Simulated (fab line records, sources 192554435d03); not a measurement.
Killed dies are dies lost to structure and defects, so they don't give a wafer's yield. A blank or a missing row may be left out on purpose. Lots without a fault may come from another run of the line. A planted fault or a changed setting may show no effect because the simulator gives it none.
fab line records | flow n5_finfet
record lots=24 wafers=72 last_day=18
route steps=1938 shown BEOL_M3@1005 BEOL_M4@1036
lots that met no fault: from a run of the same line without faults
start_h: hours from the record's first day to the start of the lot's first wafer shown | wait_h: hours since the lot's step before | " the same as in the row above | L1.1+2: a row that stands for several wafers | - no value, or no start given | * or withheld: withheld | < > ~ a bound
route shown NAME@n: a module of which the file shows steps, and the number in the route of the first | usual: mean/standard deviation of fault-free wafers | same: alike in all rows | chamber/n: place in a boat | sites: the reading at each site | _std_site: their standard deviation | _edge_site: outer sites' mean less inner sites' | radius_mm: how far each site lies from the wafer's centre | mask NAME#n: copy n | behind: the tool/chamber that last shaped the wafer | hold: why the lot was held/for how many hours/how that ended | device: the transistor (n, p or np) that didn't switch | end of line: the same wafers' tests at the end of the route | a step without rows: its recipe alone | killed: dies lost to structure and defects at the first sort, not the wafer's yield | map: a wafer's dies, x killed, . not, _ none there
set.NAME: the setting as run; set.NAME@STEP: as run at that earlier step | model.NAME: the simulator's own value behind a step, which no gauge read
steps of the route over a sample of lots; a table a step, a row a wafer
services: from which hour (start_h, from the record's first day; less than 0 if before it) a tool's chamber was out of use, for how many hours, and why
## steps
# step N5_BEOL_M3_ANNEAL_91
# recipe temp_c=400 time_s=240 ambient=vacuum
# usual heater_power_w=822/62
# columns lot.wafer tool chamber start_h wait_h heater_power_w
L074.1 pvd_sputter-01 - 150.62 0.0 779
L074.3 " - " " 951
L074.4 " - " " 781
L075.1 pvd_sputter-01 - 156.44 0.0 771
L075.4 " - " " 781
L075.6 " - " " 929
L077.3 pvd_sputter-03 - 166.58 0.0 756
L077.5 " - " " 946
L077.6 " - " " 776
L076.4 pvd_sputter-02 - 170.52 0.1 825
L076.5 " - " " 811
L076.6 " - " " 877
L078.1 pvd_sputter-02 - 195.22 0.0 807
L078.2 " - " " 823
L078.3 " - " " 872
L079.2 pvd_sputter-03 - 201.69 0.0 798
L079.4 " - " " 744
L079.5 " - " " 796
L080.1 pvd_sputter-03 - 208.43 0.0 747
L080.4 " - " " 801
L080.5 " - " " 800
L081.1 pvd_sputter-02 - 212.01 0.0 852
L081.2 " - " " 796
L081.6 " - " " 850
L082.1 pvd_sputter-01 - 213.35 0.0 765
L082.3 " - " " 813
L082.4 " - " " 950
L083.3 pvd_sputter-03 - 220.36 0.0 796
L083.5 " - " " 819
L083.6 " - " " 784
L084.1 pvd_sputter-02 - 222.87 0.0 822
L084.2 " - " " 770
L084.5 " - " " 798
L086.3 pvd_sputter-02 - 226.12 0.0 879
L086.4 " - " " 809
L086.6 " - " " 800
L085.2 pvd_sputter-01 - 229.23 0.0 940
L085.4 " - " " 810
L085.6 " - " " 760
L088.2 pvd_sputter-03 - 241.11 0.0 749
L088.4 " - " " 954
L088.6 " - " " 951
L087.2 pvd_sputter-03 - 247.53 0.0 788
L087.4 " - " " 788
L087.6 " - " " 826
L090.2 pvd_sputter-03 - 256.16 0.0 785
L090.3 " - " " 779
L090.5 " - " " 745
L089.1 pvd_sputter-02 - 263.86 0.0 778
L089.3 " - " " 775
L089.6 " - " " 853
L091.3 pvd_sputter-03 - 269.52 0.0 951
L091.4 " - " " 779
L091.6 " - " " 809
L092.2 pvd_sputter-01 - 271.64 0.0 925
L092.3 " - " " 769
L092.5 " - " " 777
L093.2 pvd_sputter-03 - 272.23 0.0 752
L093.5 " - " " 954
L093.6 " - " " 818
L094.2 pvd_sputter-01 - 287.86 0.0 819
L094.4 " - " " 782
L094.5 " - " " 770
L095.1 pvd_sputter-01 - 299.59 0.0 781
L095.2 " - " " 941
L095.3 " - " " 831
L096.3 pvd_sputter-03 - 299.60 0.0 909
L096.5 " - " " 945
L096.6 " - " " 762
L097.1 pvd_sputter-02 - 305.12 0.0 830
L097.3 " - " " 788
L097.4 " - " " 885
# step N5_BEOL_M3_PRE_CLEAN_60
# recipe gas=NH3/H2 time_s=15 temp_c=* rf_power_w=300
# usual heater_power_w=76/31
# columns lot.wafer tool chamber start_h wait_h heater_power_w
L074.1 cvd_co-01 1 152.03 0.0 76
L074.3 " 0 " " 114
L074.4 " 1 " " 74
L075.1 cvd_co-02 1 157.84 0.0 29
L075.4 " 2 " " 101
L075.6 " 0 " " 83
L077.3 cvd_co-02 1 168.11 0.0 30
L077.5 " 2 " " 104
L077.6 " 0 " " 84
L076.4 cvd_co-02 1 171.88 0.1 30
L076.5 " 0 " " 80
L076.6 " 2 " " 103
L078.1 cvd_co-02 0 196.63 0.0 83
L078.2 " 1 " " 29
L078.3 " 2 " " 103
L079.2 cvd_co-01 1 203.09 0.0 76
L079.4 " 1 " " 77
L079.5 " 0 " " 119
L080.1 cvd_co-01 0 209.83 0.0 117
L080.4 " 1 " " 77
L080.5 " 0 " " 119
L081.1 cvd_co-02 2 213.42 0.0 104
L081.2 " 1 " " 30
L081.6 " 1 " " 30
L082.1 cvd_co-02 1 214.76 0.0 30
L082.3 " 0 " " 83
L082.4 " 0 " " 84
L083.3 cvd_co-01 1 221.82 0.0 75
L083.5 " 0 " " 115
L083.6 " 2 " " 42
L084.1 cvd_co-01 2 224.31 0.0 44
L084.2 " 0 " " 119
L084.5 " 1 " " 77
L086.3 cvd_co-01 1 228.02 0.3 75
L086.4 " 2 " " 43
L086.6 " 1 " " 76
L085.2 cvd_co-02 1 230.67 0.0 30
L085.4 " 1 " " 30
L085.6 " 0 " " 84
L088.2 cvd_co-01 1 242.52 0.0 76
L088.4 " 2 " " 44
L088.6 " 1 " " 76
L087.2 cvd_co-02 2 248.94 0.0 104
L087.4 " 2 " " 99
L087.6 " 0 " " 84
L090.2 cvd_co-02 0 257.57 0.0 82
L090.3 " 1 " " 31
L090.5 " 2 " " 102
L089.1 cvd_co-01 0 265.26 0.0 117
L089.3 " 2 " " 44
L089.6 " 1 " " 77
L091.3 cvd_co-01 0 270.94 0.0 117
L091.4 " 1 " " 75
L091.6 " 2 " " 45
L092.2 cvd_co-02 2 273.04 0.0 102
L092.3 " 1 " " 30
L092.5 " 1 " " 30
L093.2 cvd_co-01 0 273.63 0.0 122
L093.5 " 1 " " 78
L093.6 " 2 " " 44
L094.2 cvd_co-02 2 289.27 0.0 102
L094.4 " 0 " " 85
L094.5 " 2 " " 100
L095.1 cvd_co-02 1 301.00 0.0 31
L095.2 " 0 " " 82
L095.3 " 2 " " 103
L096.3 cvd_co-01 1 301.00 0.0 76
L096.5 " 1 " " 75
L096.6 " 0 " " 117
L097.1 cvd_co-02 1 306.53 0.0 32
L097.3 " 2 " " 102
L097.4 " 1 " " 30
# step N5_BEOL_M3_RS_MEAS_58
# recipe thk_meas_gauge=four-point-probe reads=Co_of_BEOL_M3_CO_CAP_55+Cu_of_BEOL_M3_ECD_50+Co_of_BEOL_M3_CVD_47+TaN_of_BEOL_M3_ALD_84
# usual M3_RS=0.66/0.034
# columns lot.wafer tool chamber start_h wait_h M3_RS[ohm/sq]
L074.1 film_metro-02 - 152.30 0.0 0.63
L074.3 " - " " 0.68
L074.4 " - " " 0.64
L075.1 film_metro-01 - 158.07 0.0 0.68
L075.4 " - " " 0.67
L075.6 " - " " 0.67
L077.3 film_metro-01 - 168.34 0.1 0.69
L077.5 " - " " 0.65
L077.6 " - " " 0.60
L076.4 film_metro-02 - 172.08 0.0 0.62
L076.5 " - " " 0.65
L076.6 " - " " 0.68
L078.1 film_metro-02 - 196.85 0.0 0.61
L078.2 " - " " 0.74
L078.3 " - " " 0.69
L079.2 film_metro-02 - 203.33 0.1 0.69
L079.4 " - " " 0.67
L079.5 " - " " 0.66
L080.1 film_metro-02 - 210.06 0.0 0.67
L080.4 " - " " 0.65
L080.5 " - " " 0.64
L081.1 film_metro-02 - 213.64 0.0 0.66
L081.2 " - " " 0.65
L081.6 " - " " 0.63
L082.1 film_metro-02 - 214.98 0.0 0.65
L082.3 " - " " 0.67
L082.4 " - " " 0.60
L083.3 film_metro-02 - 222.04 0.1 0.68
L083.5 " - " " 0.63
L083.6 " - " " 0.63
L084.1 film_metro-02 - 224.53 0.0 0.71
L084.2 " - " " 0.68
L084.5 " - " " 0.68
L086.3 film_metro-01 - 228.24 0.1 0.62
L086.4 " - " " 0.60
L086.6 " - " " 0.67
L085.2 film_metro-01 - 230.90 0.1 0.68
L085.4 " - " " 0.64
L085.6 " - " " 0.62
L088.2 film_metro-02 - 242.74 0.1 0.69
L088.4 " - " " 0.57
L088.6 " - " " 0.58
L087.2 film_metro-01 - 249.17 0.1 0.68
L087.4 " - " " 0.61
L087.6 " - " " 0.63
L090.2 film_metro-01 - 257.79 0.1 0.72
L090.3 " - " " 0.67
L090.5 " - " " 0.67
L089.1 film_metro-01 - 265.62 0.1 0.73
L089.3 " - " " 0.66
L089.6 " - " " 0.70
L091.3 film_metro-02 - 271.16 0.1 0.64
L091.4 " - " " 0.61
L091.6 " - " " 0.62
L092.2 film_metro-01 - 273.30 0.1 0.66
L092.3 " - " " 0.70
L092.5 " - " " 0.68
L093.2 film_metro-02 - 273.85 0.1 0.66
L093.5 " - " " 0.61
L093.6 " - " " 0.64
L094.2 film_metro-01 - 289.49 0.1 0.72
L094.4 " - " " 0.65
L094.5 " - " " 0.68
L095.1 film_metro-01 - 301.25 0.1 0.67
L095.2 " - " " 0.61
L095.3 " - " " 0.63
L096.3 film_metro-02 - 301.26 0.1 0.67
L096.5 " - " " 0.63
L096.6 " - " " 0.69
L097.1 film_metro-01 - 306.80 0.0 0.66
L097.3 " - " " 0.65
L097.4 " - " " 0.66
# step N5_BEOL_M4_INSPECT_13
# recipe mode=adi inspect_instrument=brightfield
# usual raw_defect_count=425/100
# columns lot.wafer tool chamber start_h wait_h raw_defect_count
L074.1 defect_inspect-01 - 153.32 0.1 317
L074.3 " - " " 311
L074.4 " - " " 319
L075.1 defect_inspect-01 - 159.62 0.1 390
L075.4 " - " " 363
L075.6 " - " " 394
L077.3 defect_inspect-01 - 169.18 0.0 309
L077.5 " - " " 455
L077.6 " - " " 404
L076.4 defect_inspect-02 - 176.77 0.0 445
L076.5 " - " " 272
L076.6 " - " " 333
L078.1 defect_inspect-01 - 197.98 0.1 424
L078.2 " - " " 346
L078.3 " - " " 270
L079.2 defect_inspect-01 - 204.30 0.0 819
L079.4 " - " " 670
L079.5 " - " " 660
L080.1 defect_inspect-01 - 211.11 0.1 319
L080.4 " - " " 474
L080.5 " - " " 328
L081.1 defect_inspect-02 - 215.24 0.1 483
L081.2 " - " " 524
L081.6 " - " " 650
L082.1 defect_inspect-02 - 216.27 0.1 563
L082.3 " - " " 393
L082.4 " - " " 391
L083.3 defect_inspect-01 - 224.18 0.0 437
L083.5 " - " " 406
L083.6 " - " " 414
L084.1 defect_inspect-02 - 226.95 0.1 502
L084.2 " - " " 404
L084.5 " - " " 355
L086.3 defect_inspect-01 - 230.99 0.0 384
L086.4 " - " " 378
L086.6 " - " " 560
L085.2 defect_inspect-01 - 232.36 0.0 379
L085.4 " - " " 296
L085.6 " - " " 405
L088.2 defect_inspect-02 - 245.68 0.0 447
L088.4 " - " " 365
L088.6 " - " " 447
L087.2 defect_inspect-01 - 252.12 0.0 504
L087.4 " - " " 492
L087.6 " - " " 587
L090.2 defect_inspect-01 - 259.45 0.0 513
L090.3 " - " " 445
L090.5 " - " " 610
L089.1 defect_inspect-02 - 266.94 0.1 501
L089.3 " - " " 330
L089.6 " - " " 341
L091.3 defect_inspect-01 - 275.05 0.0 480
L091.4 " - " " 414
L091.6 " - " " 427
L092.2 defect_inspect-01 - 275.22 0.0 555
L092.3 " - " " 446
L092.5 " - " " 466
L093.2 defect_inspect-01 - 275.42 0.0 498
L093.5 " - " " 363
L093.6 " - " " 397
L094.2 defect_inspect-02 - 290.36 0.0 448
L094.4 " - " " 527
L094.5 " - " " 441
L095.1 defect_inspect-02 - 302.76 0.1 373
L095.2 " - " " 407
L095.3 " - " " 291
L096.3 defect_inspect-02 - 302.92 0.0 305
L096.5 " - " " 388
L096.6 " - " " 440
L097.1 defect_inspect-02 - 309.91 0.1 402
L097.3 " - " " 440
L097.4 " - " " 405
# step N5_BEOL_M4_ETCHBACK_99
# recipe chemistry=CHF3 target=SiO2 target_depth_a=50 time_s=10.4 source_w=215 bias_w=47 Ar_flow_sccm=200 CHF3_flow_sccm=12 ion_energy_ev=100 pressure_mtorr=30
# usual drypump_motor_current_A=5.6/0.42 oes_product_au=0.82/0.08 rf_vpp_V=238/6.8 showerhead_plenum_p_Torr=2.15/0.074 throttle_valve_pct=16.93/0.18
# columns lot.wafer tool chamber start_h wait_h drypump_motor_current_A oes_product_au rf_hours_counter_h rf_vpp_V showerhead_plenum_p_Torr throttle_valve_pct
L074.1 rie_diel-06 3 159.30 4.8 5.1 0.89 43 231 2.10 17.00
L074.3 " 2 " " 5.8 0.89 58 240 2.19 16.91
L074.4 " 0 " " 5.2 0.72 197 232 2.24 16.91
L075.1 rie_diel-06 3 162.16 1.0 5.1 0.87 44 233 2.10 17.01
L075.4 " 1 " " 6.3 0.91 18 231 2.27 16.80
L075.6 " 1 " " 6.3 0.91 - 231 2.27 16.79
L077.3 rie_diel-01 3 184.60 14.3 6.1 0.70 253 243 2.09 17.08
L077.5 " 3 " " 6.1 0.69 - 245 2.09 17.08
L077.6 " 2 " " 5.6 0.87 - 230 2.09 16.79
L076.4 rie_diel-01 2 195.06 17.2 5.6 0.85 - 230 2.08 16.80
L076.5 " 0 " " 5.2 0.83 - 246 2.25 16.94
L076.6 " 3 " " 6.2 0.69 - 244 2.08 17.09
L078.1 rie_diel-01 0 202.16 2.6 5.2 0.82 81 247 2.25 16.95
L078.2 " 2 " " 5.6 0.85 60 232 2.08 16.79
L078.3 " 3 " " 6.1 0.69 261 243 2.08 17.09
L079.2 rie_diel-01 0 212.05 6.4 5.2 0.80 87 246 2.25 16.97
L079.4 " 2 " " 5.6 0.84 - 232 2.08 16.81
L079.5 " 0 " " 5.2 0.81 - 246 2.25 16.95
L080.1 rie_diel-01 0 220.40 7.8 5.2 0.81 91 247 2.25 16.95
L080.4 " 0 " " 5.2 0.81 - 247 2.25 16.95
L080.5 " 2 " " 5.6 0.84 - 231 2.08 16.81
L082.1 rie_diel-01 0 226.33 8.3 5.2 0.81 94 246 2.25 16.96
L082.3 " 3 " " 6.2 1.02 0 244 2.08 16.49
L082.4 " 2 " " 5.6 0.84 - 230 2.08 16.84
L081.1 rie_diel-04 1 226.40 9.3 5.8 0.94 6 250 2.21 16.98
L081.2 " 0 " " 5.9 0.77 140 234 2.08 16.93
L081.6 " 1 " " 5.8 0.95 - 251 2.21 16.97
L083.3 rie_diel-04 1 231.22 5.8 5.8 0.94 6 252 2.21 16.99
L083.5 " 1 " " 5.8 0.94 - 252 2.21 16.98
L083.6 " 2 " " 6.0 0.70 - 237 2.12 16.81
L084.1 rie_diel-06 2 234.08 5.6 5.8 0.85 82 240 2.18 16.96
L084.2 " 3 " " 5.0 0.84 67 230 2.09 17.05
L084.5 " 1 " " 6.3 0.85 - 232 2.26 16.85
L086.3 rie_diel-06 0 244.92 12.3 5.2 0.69 228 232 2.22 16.98
L086.4 " 1 " " 6.4 0.85 46 233 2.26 16.84
L086.6 " 2 " " 5.8 0.84 - 240 2.18 16.95
L085.2 rie_diel-01 3 245.31 11.6 6.2 0.97 8 244 2.08 16.51
L085.4 " 2 " " 5.6 0.83 - 231 2.08 16.82
L085.6 " 0 " " 5.2 0.80 - 247 2.24 16.98
L088.2 rie_diel-06 1 253.18 6.1 6.3 0.86 50 232 2.26 16.86
L088.4 " 3 " " 5.0 0.83 74 232 2.09 17.06
L088.6 " 1 " " 6.4 0.87 - 231 2.26 16.84
L087.2 rie_diel-06 0 257.91 4.5 5.1 0.70 232 233 2.22 16.99
L087.4 " 3 " " 5.1 0.83 75 232 2.09 17.06
L087.6 " 3 " " 5.1 0.83 - 233 2.09 17.06
L090.2 rie_diel-06 1 261.36 0.7 6.4 0.85 51 231 2.26 16.86
L090.3 " 2 " " 5.8 0.84 90 239 2.17 16.96
L090.5 " 1 " " 6.4 0.86 - 231 2.26 16.84
L089.1 rie_diel-06 1 269.39 0.8 6.3 0.87 54 231 2.26 16.86
L089.3 " 3 " " 5.0 0.83 79 232 2.09 17.06
L089.6 " 0 " " 5.2 0.68 - 232 2.22 16.99
L091.3 rie_diel-01 3 280.35 3.8 6.1 0.93 20 242 2.08 16.53
L091.4 " 1 " " 5.3 0.92 11 245 2.11 17.01
L091.6 " 0 " " 5.2 0.78 - 246 2.24 16.98
L092.2 rie_diel-04 3 280.83 4.1 5.1 0.80 122 232 2.08 17.25
L092.3 " 0 " " 5.9 0.77 156 234 2.08 16.97
L092.5 " 0 " " 5.9 0.76 - 234 2.08 16.96
L093.2 rie_diel-01 0 288.08 11.3 5.2 0.78 116 247 2.24 17.02
L093.5 " 1 " " 5.3 0.92 - 244 2.11 17.00
L093.6 " 2 " " 5.6 0.80 - 230 2.07 16.88
L094.2 rie_diel-01 1 293.62 1.5 5.3 0.91 17 246 2.11 17.04
L094.4 " 3 " " 6.1 0.94 24 243 2.07 16.52
L094.5 " 2 " " 5.6 0.82 - 230 2.07 16.87
L095.1 rie_diel-04 0 311.70 7.7 5.9 0.75 167 234 2.07 16.98
L095.2 " 2 " " 6.0 0.66 235 236 2.11 16.87
L095.3 " 1 " " 5.8 0.86 34 252 2.20 17.05
L096.3 rie_diel-01 2 313.04 8.9 5.6 0.80 105 230 2.07 16.87
L096.5 " 2 " " 5.6 0.80 - 231 2.07 16.87
L096.6 " 1 " " 5.3 0.90 - 245 2.11 17.04
L097.1 rie_diel-04 0 314.96 3.8 5.9 0.75 168 233 2.07 16.98
L097.3 " 2 " " 6.0 0.67 236 235 2.11 16.87
L097.4 " 3 " " 5.1 0.78 134 233 2.08 17.28
# step N5_BEOL_M4_DEGAS_44
# recipe ambient=vacuum temp_c=250 time_s=60
# usual heater_power_w=328/26
# columns lot.wafer tool chamber start_h wait_h heater_power_w
L074.1 pvd_sputter-01 - 159.90 0.0 369
L074.3 " - " " 304
L074.4 " - " " 314
L075.1 pvd_sputter-01 - 162.93 0.2 377
L075.4 " - " " 308
L075.6 " - " " 327
L077.3 pvd_sputter-01 - 185.28 0.1 375
L077.5 " - " " 314
L077.6 " - " " 301
L076.4 pvd_sputter-01 - 197.08 1.5 375
L076.5 " - " " 315
L076.6 " - " " 309
L078.1 pvd_sputter-03 - 203.21 0.5 299
L078.2 " - " " 333
L078.3 " - " " 381
L079.2 pvd_sputter-03 - 212.93 0.3 372
L079.4 " - " " 317
L079.5 " - " " 382
L080.1 pvd_sputter-02 - 221.51 0.6 320
L080.4 " - " " 349
L080.5 " - " " 316
L082.1 pvd_sputter-01 - 227.09 0.2 308
L082.3 " - " " 329
L082.4 " - " " 379
L081.1 pvd_sputter-01 - 227.25 0.3 322
L081.2 " - " " 316
L081.6 " - " " 381
L083.3 pvd_sputter-01 - 231.83 0.1 304
L083.5 " - " " 306
L083.6 " - " " 315
L084.1 pvd_sputter-02 - 234.68 0.0 347
L084.2 " - " " 316
L084.5 " - " " 318
L086.3 pvd_sputter-03 - 245.77 0.3 323
L086.4 " - " " 382
L086.6 " - " " 384
L085.2 pvd_sputter-01 - 245.91 0.0 314
L085.4 " - " " 327
L085.6 " - " " 317
L088.2 pvd_sputter-02 - 253.87 0.1 335
L088.4 " - " " 351
L088.6 " - " " 343
L087.2 pvd_sputter-01 - 259.20 0.7 311
L087.4 " - " " 377
L087.6 " - " " 307
L090.2 pvd_sputter-01 - 262.18 0.2 380
L090.3 " - " " 299
L090.5 " - " " 323
L089.1 pvd_sputter-01 - 270.02 0.1 376
L089.3 " - " " 324
L089.6 " - " " 323
L091.3 pvd_sputter-01 - 281.27 0.4 371
L091.4 " - " " 310
L091.6 " - " " 305
L092.2 pvd_sputter-02 - 281.43 0.0 314
L092.3 " - " " 337
L092.5 " - " " 314
L093.2 pvd_sputter-01 - 288.94 0.3 305
L093.5 " - " " 328
L093.6 " - " " 312
L094.2 pvd_sputter-01 - 294.51 0.3 319
L094.4 " - " " 311
L094.5 " - " " 322
L095.1 pvd_sputter-03 - 312.63 0.4 306
L095.2 " - " " 322
L095.3 " - " " 305
L096.3 pvd_sputter-01 - 315.32 1.7 363
L096.5 " - " " 313
L096.6 " - " " 305
L097.1 pvd_sputter-03 - 315.73 0.2 328
L097.3 " - " " 310
L097.4 " - " " 382
## services
# columns tool chamber start_h hours kind
pvd_sputter-03 - 137.19 0.5 repair
rie_diel-01 - 144.78 4.3 pm
cvd_co-01 2 150.93 11.7 repair
pvd_sputter-01 - 172.98 11.1 repair
rie_diel-06 3 173.08 5.7 repair
rie_diel-04 3 185.80 9.3 repair
rie_diel-01 3 205.59 - clean
rie_diel-01 3 205.59 - consumable_replace:focus_ring
rie_diel-01 3 205.59 19.6 scheduled_down
rie_diel-01 3 205.59 19.6 vent_cycle
rie_diel-06 - 221.57 2.8 pm
rie_diel-01 1 225.32 - clean
rie_diel-01 1 225.32 - consumable_replace:focus_ring
rie_diel-01 1 225.32 22.4 scheduled_down
rie_diel-01 1 225.32 22.4 vent_cycle
rie_diel-06 - 256.88 0.1 repair
rie_diel-01 - 284.58 0.4 repair
cvd_co-01 0 289.13 11.4 repair
cvd_co-02 0 302.69 25.2 repair
rie_diel-06 0 311.12 - clean
rie_diel-06 0 311.12 - consumable_replace:esc
rie_diel-06 0 311.12 - consumable_replace:focus_ring
rie_diel-06 0 311.12 22.7 scheduled_down
rie_diel-06 0 311.12 22.7 vent_cycle
## key
fault none
